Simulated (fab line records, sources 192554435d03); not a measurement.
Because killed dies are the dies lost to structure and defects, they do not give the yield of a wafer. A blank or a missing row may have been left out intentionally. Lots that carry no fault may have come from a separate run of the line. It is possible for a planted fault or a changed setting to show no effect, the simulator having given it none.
Chamber matching ; flow n5_finfet ; 3 sister chambers for N5_BEOL_M3_CO_CAP_55 on cvd_co-02
The step material Co, precursor CCTBA/H2, target thk 2 nm, time 102.1 s. 3 wafers are shown with their chamber, then 12 later ones without.

== WAFERS, EACH WITH ITS CHAMBER ==
wafer;chamber;heater_power_w (W)
L090.1;1;291
L090.2;0;224
L090.3;2;213

== WAFERS WITH NO CHAMBER GIVEN ==
wafer;heater_power_w (W)
L092.4;215
L092.5;294
L092.6;216
L093.1;209
L093.5;294
L093.6;218
L094.3;211
L094.4;292
L094.6;219
L097.1;286
L097.2;220
L097.4;219

== WHICH CHAMBER EACH ONE RAN IN ==
wafer;from the rows above;in truth
L092.4;can't be placed: 2 or 0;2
L092.5;1;1
L092.6;can't be placed: 2 or 0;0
L093.1;2;2
L093.5;1;1
L093.6;can't be placed: 2 or 0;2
L094.3;2;2
L094.4;1;1
L094.6;can't be placed: 0 or 2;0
L097.1;1;1
L097.2;can't be placed: 0 or 2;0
L097.4;can't be placed: 0 or 2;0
Correctly placed: 6 of 12. These rows do not allow placing 6 (true chamber among the candidates in 6). Wrongly placed: 0.
How it was worked out, from the rows above alone: a wafer's distance from a chamber is the root of the sum, over the readings, of the square of ((its reading less the chamber's mean) divided by the reading's scatter). The wafer belongs to the nearest chamber; if the next one is less than 2 further off, it can't be placed. For every chamber, the mean is computed from those of its wafers that are shown. The scatter: with one shown wafer a chamber, the root of the mean of the squares of how far each hidden wafer lies from its nearest shown one.
